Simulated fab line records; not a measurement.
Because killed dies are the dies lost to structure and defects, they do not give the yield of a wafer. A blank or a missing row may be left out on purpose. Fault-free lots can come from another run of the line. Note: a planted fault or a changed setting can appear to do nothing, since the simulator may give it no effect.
Problem report, 8D (eight disciplines) form, completed by code -- flow nand-harc -- the parts of the form that need people (team, actions taken, sign-off) are left out

== 1. THE PROBLEM ==
Wafers without a fault read 0.7, standard deviation 1.1; killed-at-other at NHARC_END_SORT_01 reads a mean of 51.0 on 2 wafers belonging to 2 lots. That puts it +46 standard deviations away from the usual mean.
First seen on wafer L227.1, day 23 06:01, on prober-02. The record holds 6 wafers of 2 lots with a number at this step. Rule for "out", or "out of limits": more than 4 standard deviations from the usual mean. Any other wafer with a number is counted as sound.

== 2. WHAT IT IS, AND WHAT IT ISN'T ==
question,is,is not
which readings at this step,"killed-at-other, sort_bin_3_pct, sort-rim-yield-pct","killed-at-array, killed-at-periphery, killed-open, sort_bin_4_pct"
which lots,"L227, L230",-
which wafers of those lots,"L227.1, L230.3","L227.4, L227.5, L230.1, L230.5"
read on which gauges,"prober-01, prober-02",-
when,from day 23 06:01,"up to then (0 sound wafers); but 4 sound wafers of L227, L230 came after"

== 3. SUSPECTS, AND WHAT RULES EACH OUT ==
Counting: a tool at a process step up to the reading stays a suspect if it ran every lot that is out. Sound lots after the first of them don't rule it out here, since some wafers of a struck lot are sound.
- the gauge at NHARC_END_SORT_01: ruled out. Those wafers that are out were read across 2 gauges (prober-01, prober-02).
- pecvd-04 at NHARC_THIN_TSV_DEP_47 (deposits SiO2, target thk 200 nm): kept. It ran every lot that is out, first L227 (day 22 17:50).
- In pecvd-04 at NHARC_THIN_TSV_DEP_47, the wafers that are out were processed in chamber 2 and their sound lot-mates in chambers 0, 1.
Left after counting: pecvd-04 at NHARC_THIN_TSV_DEP_47.

== 4. THE CAUSE (what the simulator had put in) ==
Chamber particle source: pecvd-04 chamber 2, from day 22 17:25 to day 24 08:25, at NHARC_THIN_TSV_DEP_47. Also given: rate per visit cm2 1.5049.
After counting, this tool was the only one left.

== 5. SEQUENCE OF EFFECTS, ordered by route ==
Rows list readings where the struck wafers' mean (over those with a number) sits beyond 3 standard deviations from the usual. Scope: only readings with a usual standard deviation given in the record; hours: median across lots of the time from each lot's start at the first step in this table that gives one to its start at this step; sigmas: change in usual standard deviations.
hours,step,reading,usual,on struck wafers,change,sigmas
0,NHARC_END_SORT_01,defect-limited-yield,95.3 %,88.7,-6.6,-3.9
0,NHARC_END_SORT_01,killed-at-other,0.7,51.0,+50.3,+46
0,NHARC_END_SORT_01,killed-dies,32,76,+44,+4.0
0,NHARC_END_SORT_01,sort_bin_2_pct,1.5 %,4.0,+2.5,+3.8
0,NHARC_END_SORT_01,sort_bin_3_pct,0.28 %,3.10,+2.82,+12
0,NHARC_END_SORT_01,sort-n-pass,645,600,-44,-4.0
0,NHARC_END_SORT_01,sort-rim-yield-pct,95.7 %,82.5,-13.2,-5.1
0,NHARC_END_SORT_01,sort-yield-pct,95.3 %,88.7,-6.6,-3.9

== 6. WHAT WOULD HAVE CAUGHT IT SOONER ==
13 hours passed between the start of the fault at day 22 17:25 and the first reading out of limits at a measuring or inspecting step in this record, taken at day 23 06:01.
No tool reading at NHARC_THIN_TSV_DEP_47 that has a usual standard deviation in the record was out on any struck wafer, so an alarm limit of 4 standard deviations on those readings would not have fired.
Lots out: 2; of these, L230 started NHARC_THIN_TSV_DEP_47 on pecvd-04 after day 23 06:01. It would have been spared by a hold on the tool at that moment.
